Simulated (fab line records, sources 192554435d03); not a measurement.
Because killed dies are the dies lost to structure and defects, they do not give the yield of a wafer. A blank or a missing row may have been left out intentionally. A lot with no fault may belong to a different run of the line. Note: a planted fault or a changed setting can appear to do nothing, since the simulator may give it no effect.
Matching of chambers + flow n5 finfet + N5_HKMG_FIN_HK_ALD_01 on ald hk-02: 4 sister chambers
The step deposits HfO2, target thk 1.6 nm, pulse time 3 s, purge time 3 s. 4 wafers are shown with their chamber, then 8 later ones without.

== WAFERS WITH THEIR CHAMBER ==
| wafer  | chamber | precursor pulse height rel |
|--------|---------|----------------------------|
| L079.4 | 2       | 0.992                      |
| L082.1 | 3       | 0.988                      |
| L083.6 | 0       | 0.983                      |
| L086.1 | 1       | 0.975                      |

== WAFERS WITH NO CHAMBER GIVEN ==
| wafer  | precursor pulse height rel |
|--------|----------------------------|
| L086.4 | 1.032                      |
| L086.6 | 0.968                      |
| L091.1 | 0.972                      |
| L091.3 | 1.021                      |
| L091.6 | 1.006                      |
| L092.1 | 0.991                      |
| L092.4 | 1.014                      |
| L092.5 | 1.014                      |

== WHICH CHAMBER EACH WENT THROUGH ==
| wafer  | from the rows above               | in truth |
|--------|-----------------------------------|----------|
| L086.4 | can't be placed: 2 or 3 or 0 or 1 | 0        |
| L086.6 | can't be placed: 1 or 0 or 3 or 2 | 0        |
| L091.1 | can't be placed: 1 or 0 or 3 or 2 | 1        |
| L091.3 | can't be placed: 2 or 3 or 0 or 1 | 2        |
| L091.6 | can't be placed: 2 or 3 or 0 or 1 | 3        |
| L092.1 | can't be placed: 2 or 3 or 0 or 1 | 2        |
| L092.4 | can't be placed: 2 or 3 or 0 or 1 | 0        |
| L092.5 | can't be placed: 2 or 3 or 0 or 1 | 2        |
Correctly placed: 0 of 8. Not placeable from these rows: 8 (in 8, the candidates include the true chamber). Wrongly placed: 0.
How it was worked out, from the rows above alone: a wafer's distance from a chamber is the root of the sum, over the readings, of the square of ((its reading less the chamber's mean) divided by the reading's scatter). If the next closest chamber is less than 2 further off than the closest, the wafer can't be placed; otherwise it belongs to the closest. For every chamber, the mean is computed from those of its wafers that are shown. The scatter: with one shown wafer a chamber, the root of the mean of the squares of how far each hidden wafer lies from its nearest shown one.
